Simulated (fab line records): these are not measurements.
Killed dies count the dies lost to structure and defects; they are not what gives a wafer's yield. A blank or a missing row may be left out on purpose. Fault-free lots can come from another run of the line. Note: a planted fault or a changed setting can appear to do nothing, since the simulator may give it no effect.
fab line records	flow n5-finfet	part 1 of 2: steps 1 to 4 of 6
record lots=23	wafers=69	last-day=18
route steps=1938 shown PMOS_HMC_CHANNEL_EPI@68 FIN_SAQP@98 FIN_CUT@163
lots that met no fault: taken from a fault-free run of the same line
start-h: the number of hours between the record's first day and the start of the first shown wafer of the lot	wait-h: hours from the lot's prior step to this one	" same as the row above	L1.1+2: a row that stands for several wafers	- no value, or no start given	* or withheld: withheld	< > ~ a bound
route shown NAME@n: a module of which the file shows steps, and the number in the route of the first	usual: mean/standard deviation of fault-free wafers	same: alike in all rows	chamber/n: place in a boat	sites: per-site readings	_std_site: standard deviation across them	_edge_site: inner sites' mean taken away from outer sites' mean	radius-mm: how far each site lies from the wafer's centre	mask NAME#n: copy n	behind: the tool/chamber that last shaped the wafer	hold: the reason the lot was held/the length of the hold in hours/how it ended	device: whichever transistor did not switch (one of n, p or np)	end of line: the same wafers' tests at the end of the route	step lacking rows: just its recipe	killed: dies lost to structure and defects at the first sort, not the wafer's yield	map: dies across one wafer; x = killed, . = not, _ = none there
set.NAME: setting as actually run; set.NAME@STEP: the setting as run at that earlier step	model.NAME: the simulator's own value behind a step, which no gauge read
steps of the route over a sample of lots; a table a step, a row a wafer
services: the hour from which a tool's chamber was out of use, counted from the record's first day as start-h (under 0 if before that day), plus the number of hours and why
## steps
# step N5_PMOS_HMC_CHANNEL_EPI_DESCUM_14
# recipe chemistry=O2	time-s=7.9	source-power-w=50	bias-power-w=20	pressure-mtorr=20	rf-frequency-hz=2.712e+07	temp-c=40	resist=CAR-ArF-block	o2-flow-sccm=225
# usual drypump-motor-current-A=5.9/0.47	oes-product-au=0.79/0.063	rf-vpp-V=243.6/1.4	showerhead-plenum-p-Torr=2.12/0.082	throttle-valve-pct=20.41/0.28
lot.wafer	tool	chamber	start-h	wait-h	drypump-motor-current-A	oes-product-au	rf-hours-counter-h	rf-vpp-V	showerhead-plenum-p-Torr	throttle-valve-pct
L074.3	rie-diel-06	2	17.42	0.0	6.4	0.75	149	243.9	2.11	20.41
L074.4	"	3	"	"	6.3	0.85	41	243.3	2.13	20.36
L074.5	"	1	"	"	5.9	0.68	-	244.8	2.14	20.53
L075.2	rie-diel-05	1	23.81	0.5	6.1	0.75	170	242.8	1.99	19.94
L075.5	"	1	"	"	6.1	0.75	-	241.9	1.99	19.94
L075.6	"	2	"	"	5.6	0.72	-	244.1	2.18	20.67
L076.1	rie-diel-01	1	29.44	0.0	6.3	0.82	108	245.2	2.21	20.04
L076.4	"	3	"	"	5.8	0.76	152	243.1	2.18	20.27
L076.6	"	3	"	"	5.7	0.76	-	244.1	2.18	20.28
L077.3	rie-diel-01	2	35.52	0.1	6.4	0.77	132	242.3	2.00	20.15
L077.5	"	0	"	"	5.6	0.88	-	244.1	2.23	20.47
L077.6	"	1	"	"	6.3	0.81	-	244.1	2.21	20.03
L078.1	rie-diel-01	1	41.30	0.0	6.3	0.83	111	246.4	2.21	20.03
L078.2	"	0	"	"	5.5	0.88	29	246.1	2.23	20.49
L078.5	"	2	"	"	6.4	0.77	-	241.9	2.00	20.15
L079.3	rie-diel-01	2	47.25	0.0	6.4	0.76	135	243.3	2.00	20.15
L079.4	"	0	"	"	5.5	0.88	31	246.7	2.23	20.49
L079.6	"	1	"	"	6.3	0.82	-	244.9	2.21	20.03
L080.3	rie-diel-06	3	53.20	0.0	6.3	0.84	51	243.4	2.13	20.37
L080.4	"	0	"	"	4.9	0.73	210	240.5	2.00	21.01
L080.5	"	3	"	"	6.3	0.84	-	242.6	2.13	20.35
L081.1	rie-diel-06	2	59.14	0.0	6.3	0.74	163	243.3	2.11	20.44
L081.5	"	3	"	"	6.3	0.84	-	244.3	2.13	20.35
L081.6	"	2	"	"	6.3	0.74	-	242.9	2.11	20.46
L082.2	rie-diel-05	2	65.22	0.1	5.6	0.72	202	244.9	2.17	20.70
L082.3	"	0	"	"	5.5	0.79	100	241.8	2.02	20.59
L082.6	"	3	"	"	5.8	0.75	-	244.6	2.18	20.52
L083.2	rie-diel-06	2	73.02	0.3	6.4	0.74	166	243.3	2.11	20.46
L083.5	"	3	"	"	6.3	0.84	-	242.6	2.12	20.36
L083.6	"	2	"	"	6.3	0.73	-	242.1	2.11	20.43
L084.1	rie-diel-01	1	77.74	0.0	6.4	0.80	120	246.0	2.21	20.04
L084.3	"	3	"	"	5.7	0.75	166	245.1	2.17	20.29
L084.4	"	2	"	"	6.3	0.76	142	242.5	2.00	20.17
L085.1	rie-diel-01	2	83.68	0.1	6.3	0.76	145	241.6	2.00	20.16
L085.4	"	3	"	"	5.7	0.75	169	245.5	2.17	20.31
L085.6	"	0	"	"	5.5	0.85	-	245.3	2.23	20.52
L086.1	rie-diel-01	0	89.52	0.0	5.5	0.86	42	245.3	2.23	20.50
L086.3	"	1	"	"	6.3	0.80	124	245.7	2.21	20.07
L086.5	"	3	"	"	5.7	0.74	-	244.9	2.17	20.30
L087.1	rie-diel-06	3	97.76	0.1	6.3	0.82	62	242.5	2.12	20.39
L087.4	"	0	"	"	5.0	0.71	223	241.6	1.99	21.06
L087.5	"	0	"	"	5.0	0.71	-	241.8	1.99	21.03
L088.1	rie-diel-01	3	102.17	0.0	5.7	0.73	174	245.3	2.17	20.31
L088.3	"	0	"	"	5.4	0.84	47	244.7	2.23	20.51
L088.4	"	1	"	"	6.3	0.79	128	245.1	2.21	20.06
L089.1	rie-diel-01	0	107.23	0.1	5.5	0.85	48	244.9	2.23	20.51
L089.4	"	2	"	"	6.4	0.74	152	240.8	2.00	20.19
L089.5	"	1	"	"	6.3	0.80	-	243.5	2.21	20.07
L090.1	rie-diel-06	3	113.88	0.0	6.3	0.81	67	243.5	2.12	20.38
L090.2	"	1	"	"	5.8	0.90	20	244.2	2.13	20.27
L090.5	"	2	"	"	6.4	0.72	-	243.9	2.10	20.47
L091.2	rie-diel-06	3	119.08	0.0	6.3	0.81	69	244.1	2.12	20.38
L091.3	"	2	"	"	6.4	0.72	182	244.4	2.10	20.45
L091.6	"	2	"	"	6.3	0.72	-	243.5	2.10	20.46
L092.2	rie-diel-01	2	126.51	0.0	6.4	0.75	158	241.7	2.00	20.21
L092.3	"	3	"	"	5.7	0.73	182	243.9	2.17	20.33
L092.4	"	1	"	"	6.3	0.80	135	243.9	2.20	20.08
L093.1	rie-diel-06	1	131.24	0.1	5.8	0.88	26	242.9	2.13	20.28
L093.3	"	3	"	"	6.3	0.81	72	243.7	2.12	20.37
L093.6	"	3	"	"	6.3	0.82	-	242.9	2.12	20.40
L094.2	rie-diel-06	3	137.51	0.1	6.3	0.82	75	242.6	2.12	20.39
L094.3	"	2	"	"	6.4	0.72	187	242.8	2.10	20.48
L094.5	"	1	"	"	5.9	0.89	-	245.2	2.13	20.27
L095.1	rie-diel-01	1	143.10	0.1	6.3	0.80	141	242.6	2.20	20.07
L095.3	"	0	"	"	5.5	0.84	60	245.4	2.22	20.52
L095.4	"	3	"	"	5.7	0.73	188	244.4	2.16	20.31
L097.1	rie-diel-06	1	155.43	0.0	5.8	0.86	34	244.3	2.13	20.28
L097.3	"	0	"	"	4.9	0.69	241	240.1	1.99	21.08
L097.5	"	1	"	"	5.8	0.86	-	244.1	2.13	20.28
# step N5_FIN_SAQP_PECVD_47
# recipe material=a-Si	target-thk-a=450	temp-c=400	precursor=SiH4/He	pressure-torr=3	rf-w=100	time-s=36.3
# usual heater-power-outer-w=517/74	heater-power-w=827/89	showerhead-plenum-p-Torr=5.67/0.035	throttle-valve-pct=18.0/0.75
lot.wafer	tool	chamber	start-h	wait-h	heater-power-outer-w	heater-power-w	showerhead-plenum-p-Torr	throttle-valve-pct
L074.3	pecvd-02	2	21.08	0.0	650	980	5.68	20.6
L074.4	"	2	"	"	649	981	5.67	20.5
L074.5	"	1	"	"	533	819	5.69	17.2
L075.2	pecvd-04	2	27.59	0.0	536	824	5.64	18.8
L075.5	"	1	"	"	501	762	5.67	17.7
L075.6	"	0	"	"	650	1013	5.65	17.9
L076.1	pecvd-03	1	33.29	0.0	470	762	5.62	19.3
L076.4	"	1	"	"	469	777	5.61	19.4
L076.6	"	2	"	"	442	741	5.75	18.1
L077.3	pecvd-03	1	39.38	0.0	513	788	5.63	19.4
L077.5	"	1	"	"	496	830	5.64	19.4
L077.6	"	2	"	"	462	778	5.75	18.0
L078.1	pecvd-04	0	45.17	0.0	576	902	5.67	18.0
L078.2	"	1	"	"	502	734	5.67	17.7
L078.5	"	2	"	"	480	786	5.66	18.8
L079.3	pecvd-02	0	50.71	0.0	444	780	5.66	17.6
L079.4	"	2	"	"	582	948	5.67	17.0
L079.6	"	1	"	"	552	840	5.69	17.4
L080.3	pecvd-02	1	57.03	0.0	533	798	5.68	17.1
L080.4	"	2	"	"	626	1006	5.65	16.9
L080.5	"	1	"	"	528	795	5.68	17.2
L081.1	pecvd-03	1	62.82	0.0	462	776	5.62	19.5
L081.5	"	0	"	"	552	880	5.64	17.3
L081.6	"	2	"	"	413	721	5.75	18.0
L082.2	pecvd-03	2	69.16	0.0	437	782	5.76	18.0
L082.3	"	0	"	"	516	847	5.64	17.5
L082.6	"	1	"	"	452	762	5.63	19.6
L083.2	pecvd-04	2	76.97	0.0	444	761	5.67	18.5
L083.5	"	0	"	"	640	969	5.64	18.3
L083.6	"	1	"	"	551	791	5.68	17.7
L084.1	pecvd-03	0	81.82	0.0	504	839	5.66	17.5
L084.3	"	1	"	"	492	773	5.63	19.2
L084.4	"	0	"	"	514	827	5.65	17.4
L085.1	pecvd-04	0	87.33	0.0	666	1005	5.66	18.1
L085.4	"	1	"	"	545	795	5.67	17.8
L085.6	"	0	"	"	660	976	5.64	18.3
L086.1	pecvd-03	0	93.07	0.0	567	889	5.64	17.5
L086.3	"	2	"	"	470	791	5.75	18.3
L086.5	"	0	"	"	559	895	5.65	17.4
L087.1	pecvd-03	2	104.31	0.0	468	787	5.75	18.4
L087.4	"	1	"	"	462	728	5.63	19.5
L087.5	"	0	"	"	518	833	5.65	17.4
L088.1	pecvd-04	2	107.14	0.0	554	879	5.64	18.3
L088.3	"	2	"	"	556	883	5.65	18.8
L088.4	"	0	"	"	567	865	5.65	18.3
L089.1	pecvd-04	2	111.05	0.0	503	814	5.66	18.5
L089.4	"	0	"	"	659	1026	5.65	18.3
L089.5	"	1	"	"	476	706	5.67	18.0
L090.1	pecvd-02	0	117.79	0.0	473	817	5.64	17.8
L090.2	"	2	"	"	530	869	5.67	17.1
L090.5	"	0	"	"	476	818	5.67	17.9
L091.2	pecvd-03	2	123.06	0.0	456	760	5.75	18.1
L091.3	"	0	"	"	442	746	5.65	17.4
L091.6	"	1	"	"	417	706	5.64	19.3
L092.2	pecvd-02	0	129.91	0.0	437	789	5.66	17.8
L092.3	"	2	"	"	629	985	5.66	17.4
L092.4	"	0	"	"	445	795	5.65	17.6
L093.1	pecvd-02	1	134.76	0.0	535	819	5.69	17.3
L093.3	"	0	"	"	375	685	5.64	17.6
L093.6	"	2	"	"	602	963	5.67	17.3
L094.2	pecvd-04	0	141.14	0.0	685	1023	5.64	18.2
L094.3	"	1	"	"	528	795	5.66	17.9
L094.5	"	0	"	"	693	1044	5.65	18.5
L095.1	pecvd-04	1	146.60	0.0	462	694	5.66	18.0
L095.3	"	0	"	"	661	999	5.66	18.3
L095.4	"	0	"	"	664	1001	5.65	18.2
L097.1	pecvd-02	0	158.99	0.0	399	728	5.65	17.6
L097.3	"	2	"	"	560	888	5.67	17.3
L097.5	"	2	"	"	545	887	5.67	17.6
# step N5_FIN_SAQP_ETCH_67
# recipe chemistry=CH3F/O2	target=SiNx	target-depth-a=300	mask-material=SOC	pressure-mtorr=30	source-w=395	bias-w=73	Ar_flow_sccm=150	CH3F_flow_sccm=30	O2_flow_sccm=20	ion-energy-ev=120
# usual drypump-motor-current-A=5.7/0.44	oes-product-au=0.76/0.059	rf-vpp-V=299/6.7	showerhead-plenum-p-Torr=1.99/0.071	throttle-valve-pct=16.34/0.23
lot.wafer	tool	chamber	start-h	wait-h	drypump-motor-current-A	oes-product-au	rf-hours-counter-h	rf-vpp-V	showerhead-plenum-p-Torr	throttle-valve-pct
L074.3	rie-diel-02	1	24.62	0.0	6.2	0.75	164	308	2.09	16.29
L074.4	"	0	"	"	5.3	0.75	155	300	1.90	16.10
L074.5	"	0	"	"	5.3	0.74	-	300	1.90	16.10
L075.2	rie-diel-04	0	31.66	0.0	6.7	0.70	209	304	1.90	16.68
L075.5	"	1	"	"	6.3	0.72	-	290	1.98	16.27
L075.6	"	2	"	"	5.6	0.75	-	299	1.90	16.42
L076.1	rie-diel-02	2	37.73	0.0	5.2	0.73	180	297	2.08	16.63
L076.4	"	0	"	"	5.3	0.74	158	299	1.90	16.12
L076.6	"	1	"	"	6.3	0.75	-	308	2.09	16.31
L077.3	rie-diel-02	0	42.92	0.0	5.3	0.74	160	299	1.90	16.12
L077.5	"	0	"	"	5.3	0.74	-	299	1.90	16.09
L077.6	"	3	"	"	5.6	0.79	-	299	2.02	16.34
L078.1	rie-diel-02	3	48.83	0.0	5.6	0.78	127	303	2.02	16.35
L078.2	"	1	"	"	6.2	0.74	171	308	2.09	16.32
L078.5	"	0	"	"	5.3	0.75	-	301	1.90	16.10
L079.3	rie-diel-03	1	54.27	0.0	5.3	0.92	23	298	2.03	15.94
L079.4	"	0	"	"	5.6	0.77	151	301	1.99	16.13
L079.6	"	2	"	"	5.4	0.86	-	306	2.03	16.08
L080.3	rie-diel-02	2	60.85	0.0	5.2	0.74	186	296	2.08	16.65
L080.4	"	0	"	"	5.3	0.75	166	299	1.90	16.11
L080.5	"	1	"	"	6.3	0.75	-	309	2.09	16.32
L081.1	rie-diel-04	2	66.96	0.0	5.6	0.73	185	297	1.90	16.44
L081.5	"	2	"	"	5.6	0.73	-	299	1.90	16.44
L081.6	"	0	"	"	6.7	0.70	-	305	1.90	16.69
L082.2	rie-diel-02	0	73.03	0.0	5.3	0.74	170	300	1.90	16.12
L082.3	"	2	"	"	5.2	0.73	191	299	2.08	16.63
L082.6	"	2	"	"	5.2	0.73	-	298	2.08	16.64
L083.2	rie-diel-03	0	80.45	0.0	5.7	0.77	155	299	1.99	16.14
L083.5	"	2	"	"	5.4	0.84	-	304	2.03	16.08
L083.6	"	1	"	"	5.3	0.90	-	298	2.02	15.94
L084.1	rie-diel-02	3	85.38	0.0	5.6	0.77	141	301	2.02	16.37
L084.3	"	1	"	"	6.2	0.73	183	309	2.08	16.34
L084.4	"	1	"	"	6.2	0.73	-	306	2.08	16.35
L085.1	rie-diel-03	1	91.13	0.0	5.3	0.90	35	299	2.02	15.94
L085.4	"	0	"	"	5.7	0.77	158	302	1.99	16.15
L085.6	"	1	"	"	5.3	0.90	-	298	2.02	15.94
L086.1	rie-diel-03	3	97.66	0.0	5.7	0.70	228	281	1.90	16.66
L086.3	"	0	"	"	5.6	0.76	160	300	1.99	16.15
L086.5	"	0	"	"	5.6	0.75	-	300	1.99	16.16
L087.1	rie-diel-02	0	108.73	0.0	5.3	0.73	179	299	1.90	16.15
L087.4	"	2	"	"	5.2	0.72	205	297	2.07	16.69
L087.5	"	1	"	"	6.2	0.72	-	307	2.08	16.36
L088.1	rie-diel-03	0	111.17	0.0	5.6	0.76	166	301	1.99	16.17
L088.3	"	3	"	"	5.7	0.70	233	281	1.90	16.66
L088.4	"	1	"	"	5.3	0.87	44	298	2.02	15.97
L089.1	rie-diel-02	3	115.70	0.0	5.6	0.77	152	299	2.02	16.39
L089.4	"	0	"	"	5.3	0.73	182	299	1.90	16.14
L089.5	"	3	"	"	5.6	0.77	-	300	2.02	16.38
L090.1	rie-diel-03	3	122.09	0.0	5.7	0.71	237	282	1.90	16.66
L090.2	"	1	"	"	5.3	0.87	48	297	2.02	15.97
L090.5	"	0	"	"	5.6	0.76	-	301	1.99	16.17
L091.2	rie-diel-04	1	126.75	0.0	6.3	0.69	233	289	1.97	16.35
L091.3	"	0	"	"	6.7	0.69	236	304	1.89	16.73
L091.6	"	2	"	"	5.6	0.72	-	300	1.89	16.50
L092.2	rie-diel-02	3	134.64	0.0	5.6	0.76	159	301	2.01	16.42
L092.3	"	2	"	"	5.2	0.71	215	297	2.07	16.70
L092.4	"	1	"	"	6.2	0.72	201	308	2.08	16.38
L093.1	rie-diel-03	2	139.31	0.0	5.5	0.81	84	304	2.02	16.13
L093.3	"	0	"	"	5.6	0.75	176	301	1.98	16.18
L093.6	"	0	"	"	5.6	0.75	-	302	1.98	16.17
L094.2	rie-diel-04	3	144.68	0.0	6.4	0.91	22	306	2.06	16.41
L094.3	"	2	"	"	5.6	0.71	213	298	1.89	16.48
L094.5	"	0	"	"	6.7	0.68	-	303	1.89	16.74
L095.1	rie-diel-04	0	151.45	0.0	6.7	0.68	245	304	1.89	16.76
L095.3	"	2	"	"	5.6	0.71	215	299	1.89	16.50
L095.4	"	3	"	"	6.4	0.91	25	308	2.06	16.42
L097.1	rie-diel-03	2	162.79	0.1	5.5	0.79	93	303	2.02	16.14
L097.3	"	2	"	"	5.4	0.80	-	305	2.02	16.13
L097.5	"	2	"	"	5.4	0.80	-	304	2.02	16.15
# step N5_FIN_SAQP_SPACER2_ALD_28
# recipe material=SiO2	target-thk-a=81	temp-c=300	ald-precursor-family=BDEAS	ald-co-reactant=O2-plasma	pulse-time-s=1	purge-time-s=2	co-reactant-purge-time-s=2	pressure-torr=2
# usual heater-power-outer-w=278/33	heater-power-w=492/59	precursor-pulse-height-rel=1.000/0.022
lot.wafer	tool	chamber	start-h	wait-h	heater-power-outer-w	heater-power-w	precursor-pulse-height-rel
L074.3	ald-sin-02	2	24.86	0.1	279	490	1.001
L074.4	"	3	"	"	243	435	1.036
L074.5	"	3	"	"	238	428	0.989
L075.2	ald-sin-02	2	31.90	0.1	285	479	0.989
L075.5	"	3	"	"	240	415	1.025
L075.6	"	2	"	"	276	496	0.960
L076.1	ald-sin-02	2	37.97	0.1	280	480	0.990
L076.4	"	3	"	"	239	420	1.007
L076.6	"	0	"	"	232	430	0.975
L077.3	ald-sin-02	3	43.16	0.1	235	415	0.988
L077.5	"	0	"	"	238	426	0.995
L077.6	"	3	"	"	246	419	0.994
L078.1	ald-sin-04	0	49.11	0.1	294	552	1.018
L078.2	"	3	"	"	261	503	1.025
L078.5	"	1	"	"	259	441	0.986
L079.3	ald-sin-02	1	54.61	0.2	274	478	1.009
L079.4	"	0	"	"	240	417	1.003
L079.6	"	2	"	"	281	482	1.005
L080.3	ald-sin-01	1	61.10	0.1	270	509	1.001
L080.4	"	3	"	"	294	511	0.996
L080.5	"	2	"	"	315	497	0.975
L081.1	ald-sin-01	0	67.26	0.2	294	508	1.021
L081.5	"	3	"	"	288	511	1.030
L081.6	"	2	"	"	314	493	0.969
L082.2	ald-sin-04	2	73.28	0.1	339	631	0.968
L082.3	"	0	"	"	303	554	1.014
L082.6	"	2	"	"	351	624	0.967
L083.2	ald-sin-02	2	81.19	0.6	276	495	0.982
L083.5	"	2	"	"	283	483	1.010
L083.6	"	3	"	"	246	417	1.012
L084.1	ald-sin-04	3	85.63	0.1	256	494	0.992
L084.3	"	0	"	"	314	562	1.012
L084.4	"	2	"	"	356	618	1.000
L085.1	ald-sin-04	3	91.68	0.4	254	498	1.035
L085.4	"	2	"	"	354	629	1.032
L085.6	"	1	"	"	248	436	1.031
L086.1	ald-sin-04	1	100.83	3.0	253	424	0.993
L086.3	"	0	"	"	296	559	0.982
L086.5	"	3	"	"	252	487	1.028
L087.1	ald-sin-02	2	109.30	0.3	281	493	1.020
L087.4	"	1	"	"	279	491	1.024
L087.5	"	1	"	"	278	484	1.020
L088.1	ald-sin-04	0	111.42	0.1	311	543	0.996
L088.3	"	2	"	"	351	630	1.015
L088.4	"	2	"	"	359	637	1.044
L089.1	ald-sin-01	1	116.00	0.2	276	519	0.957
L089.4	"	3	"	"	292	511	0.996
L089.5	"	0	"	"	288	498	0.974
L090.1	ald-sin-02	2	122.42	0.2	273	486	1.002
L090.2	"	3	"	"	242	422	0.990
L090.5	"	0	"	"	242	416	0.960
L091.2	ald-sin-02	2	127.89	1.0	287	491	1.007
L091.3	"	3	"	"	244	409	0.976
L091.6	"	1	"	"	270	478	0.987
L092.2	ald-sin-04	2	135.01	0.2	352	622	1.001
L092.3	"	0	"	"	307	561	1.022
L092.4	"	3	"	"	258	495	1.016
L093.1	ald-sin-01	0	139.55	0.1	281	513	0.981
L093.3	"	1	"	"	269	520	0.984
L093.6	"	0	"	"	293	511	0.995
L094.2	ald-sin-01	1	144.93	0.1	271	517	1.035
L094.3	"	0	"	"	286	511	0.985
L094.5	"	0	"	"	295	490	0.980
L095.1	ald-sin-01	3	151.69	0.1	288	514	1.019
L095.3	"	0	"	"	292	513	0.995
L095.4	"	1	"	"	266	521	0.999
L097.1	ald-sin-02	1	163.09	0.1	274	488	0.997
L097.3	"	3	"	"	242	430	1.010
L097.5	"	1	"	"	273	478	0.978
